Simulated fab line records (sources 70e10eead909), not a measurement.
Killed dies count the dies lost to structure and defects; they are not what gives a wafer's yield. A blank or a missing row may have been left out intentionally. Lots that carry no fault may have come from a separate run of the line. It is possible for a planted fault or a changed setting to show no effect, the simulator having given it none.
Which tool is to blame? | flow nand_harc | 6 lots, 18 wafers sampled, at 3 steps of a route of 1302

## WHAT THE GAUGES READ, wafer by wafer
NHARC_A_SOURCE_PLATE_INSPECT_08.
lot  | measured     | on                | raw_defect_count
L659 | day 8 05:23  | defect_inspect-02 | 109 86 94
L666 | day 11 11:23 | defect_inspect-01 | 592 613 583
L668 | day 12 07:15 | defect_inspect-02 | 602 585 599
L676 | day 15 10:39 | defect_inspect-01 | 79 36 40
L678 | day 16 05:33 | defect_inspect-02 | 31 33 36
L681 | day 17 09:47 | defect_inspect-01 | 39 39 40

## EACH LOT AND THE TOOL THAT RAN IT (in order: tool; ch and the chambers of the sampled wafers; start)
lot  | NHARC_A_ZERO_WELL_DESCUM_12        | NHARC_A_SOURCE_PLATE_OXIDE_02
L659 | rie_diel-06 ch 0,2,3, day 7 03:28  | furnace-05 ch 0, day 7 08:01
L666 | rie_diel-12 ch 0,2,3, day 10 12:40 | furnace-04 ch 0, day 10 18:26
L668 | rie_diel-01 ch 0,2, day 11 08:20   | furnace-04 ch 0, day 11 14:10
L676 | rie_diel-12 ch 1,2,3, day 14 09:59 | furnace-04 ch 0, day 14 17:28
L678 | rie_diel-06 ch 1,2,3, day 15 05:36 | furnace-04 ch 0, day 15 11:15
L681 | rie_diel-06 ch 2,3, day 16 12:39   | furnace-01 ch 0, day 16 17:10
- NHARC_A_ZERO_WELL_DESCUM_12: chemistry O2, time 3 s.
- NHARC_A_SOURCE_PLATE_OXIDE_02: material SiO2, target thk 10 nm, ox time 1362 s.

## THE ANSWER, worked out from the rows above alone
Rule: the lots themselves supply what counts as usual. The widest of any qualifying gaps counts: lots, ordered by their means at a reading, are off when they make up no more than a third of the lots, leave a main group of 4 or more, and stand apart from it by 3 or more times the standard deviation of that group's means. If all means in a main group match to the digits the tables above print for the reading, that group is not used. Also off: a lot with no number at a reading for which 4 or more lots have one. Where the step has rows for the other lots, those lots are counted as sound.
Off: L666, L668 (NHARC_A_SOURCE_PLATE_INSPECT_08, raw_defect_count). The main group has a mean of 55 with a standard deviation of 25.
If a tool, at a process step before that reading, ran all the lots that are off and no sound lot after the first of them, it fits. The gauges at NHARC_A_SOURCE_PLATE_INSPECT_08 are tried like those tools. No candidate that was tried fits.

## WHAT HAD BEEN PUT IN BY THE SIMULATOR
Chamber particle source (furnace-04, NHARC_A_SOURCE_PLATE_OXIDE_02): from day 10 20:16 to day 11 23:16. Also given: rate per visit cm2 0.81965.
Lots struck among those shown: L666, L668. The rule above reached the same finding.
